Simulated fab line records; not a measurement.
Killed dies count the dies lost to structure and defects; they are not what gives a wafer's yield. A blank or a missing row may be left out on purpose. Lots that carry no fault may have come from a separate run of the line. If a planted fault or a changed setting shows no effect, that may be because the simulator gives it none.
A struck lot beside a sound one ; flow n5Finfet ; 13 out of 1938 route steps
Sound: the wafers L788.3, L788.5, L788.6. Wafers L777.1, L777.2, L777.3 were the ones struck. The cause is named last.
Order at every step that has rows: each side's tool, ch and its chambers, its first start. Under that, the readings that differ: sound wafers ; struck wafers ; difference of the means ; sigmas: that difference in standard deviations of wafers without a fault.
alike: same words and numbers on both sides, and readings whose means sit less than 2 such deviations apart. not compared: any withheld reading, any reading some wafer has no value for, any bound like >300 that may hide the same value, and any number with overlapping values for which the record gives no deviation.
The two part at a step that has a row with sigmas, a row that says differs or no value, or rows on one side only. Numbers that don't overlap but have no deviation are shown without sigmas and don't part them. A reading that every wafer of one side lacks parts them only if that side has two wafers or more.

first, 9 steps without rows for these wafers: N5_BEOL_M1_DEVELOP_27 (develop time 30 s); N5_BEOL_M1_DESCUM_33 (chemistry O2, time 7 s); N5_BEOL_M1_ETCH_77 (etches underlayer in N2/H2, target depth 6.5 nm, time 5.2 s); N5_BEOL_M1_ETCH_69 (etches SiARC in CF4, target depth 15.6 nm, time 26 s); N5_BEOL_M1_ALD_98 (deposits SiO2, target thk 2.5 nm, pulse time 1 s, co reactant pulse time 1 s); N5_BEOL_M1_ETCHBACK_99 (etches SiO2 in CHF3, target depth 5 nm, time 10.4 s); N5_BEOL_M1_ETCH_70 (etches SOC in N2/H2, target depth 80 nm, overetch 16 nm, time 120 s); N5_BEOL_M1_STRIP_71 (strips in N2/H2); N5_BEOL_M1_STRIP_78 (strips in N2/H2).
N5_BEOL_M1_VIA_ETCH_34: etches the open film in C4F6/O2, target depth 67.8 nm, time 64.4 s.
  sound on rieDiel-01 ch 1,2, day 11 23:30; struck on rieDiel-02 ch 0,1,2, day 8 21:50
  no value came back on the struck wafers for any of 7 readings (C4F6_flow_sccm (sccm), O2_flow_sccm (sccm) and others); on the sound wafers C4F6_flow_sccm (sccm) reads 9.985 9.989 10.008
reading;sound;struck;difference;sigmas
model.SOC_of_BEOL_M1_COAT_67.thkNm (nm);52.4 52.4 52.4;60.2 60.2 60;+7.7;
model.SiARC_of_BEOL_M1_COAT_68.thkNm (nm);0 0 0;6.2 6.4 6.4;+6.3;
  not compared: rfHoursCounterH
then, 1 step without rows for these wafers: N5_BEOL_M1_STRIP_83 (strips in C4F6/O2).
N5_BEOL_M4_RC_MEAS_101:
  the record has rows for the sound wafers here (prober-02 ch 0, day 14 18:57) and none for the struck ones
-- record jumps: 7 days separate the struck wafers' starts on either side; left off in module BEOL_M4, taken up again in module PASSIVATION, whose first shown step is the route's number 1936 --
N5_PASSIVATION_PROBE_49:
  the record has rows for the struck wafers here (prober-01, day 16 03:09) and none for the sound ones

## WHERE THEY PART
Last at N5_PASSIVATION_PROBE_49 as far as this record goes, first at N5_BEOL_M1_VIA_ETCH_34.

WHY: what had been put in by the simulator
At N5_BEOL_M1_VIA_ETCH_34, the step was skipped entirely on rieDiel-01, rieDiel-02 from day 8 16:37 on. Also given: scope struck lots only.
